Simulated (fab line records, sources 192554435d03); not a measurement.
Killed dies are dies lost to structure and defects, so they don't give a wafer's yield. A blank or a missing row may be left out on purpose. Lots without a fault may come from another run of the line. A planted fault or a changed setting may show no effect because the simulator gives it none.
Chamber matching | flow n5_finfet | N5_BEOL_M3_VIA_ETCH_34 on rie_diel-06: 4 sister chambers
The step etches the open film in C4F6/O2, target depth 69.4 nm, time 65.9 s. 4 wafers are shown with their chamber, then 7 later ones without.

WAFERS WITH THEIR CHAMBER
wafer  | chamber | drypump_motor_current_A (A)
L084.6 | 0       | 5.8
L087.2 | 2       | 5.2
L091.1 | 1       | 5.9
L091.4 | 3       | 5.8

WAFERS WITHOUT THEIR CHAMBER
wafer  | drypump_motor_current_A (A)
L091.6 | 5.2
L089.2 | 5.8
L089.3 | 5.2
L089.6 | 5.8
L097.1 | 5.2
L097.2 | 5.7
L097.4 | 5.8

WHICH CHAMBER EACH WENT THROUGH
wafer  | from the rows above     | in truth
L091.6 | 2                       | 2
L089.2 | can't be placed: 0 or 3 | 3
L089.3 | 2                       | 2
L089.6 | can't be placed: 0 or 3 | 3
L097.1 | 2                       | 2
L097.2 | can't be placed: 0 or 3 | 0
L097.4 | can't be placed: 0 or 3 | 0
Placed correctly: 3 of 7. Can't be placed from these rows: 4 (the true chamber is among the candidates in 4). Placed wrongly: 0.
How it was worked out, from the rows above alone: a wafer's distance from a chamber is the root of the sum, over the readings, of the square of ((its reading less the chamber's mean) divided by the reading's scatter). The wafer belongs to the nearest chamber; if the next one is less than 2 further off, it can't be placed. A chamber's mean is the mean of its shown wafers. The scatter: with one shown wafer a chamber, the root of the mean of the squares of how far each hidden wafer lies from its nearest shown one.
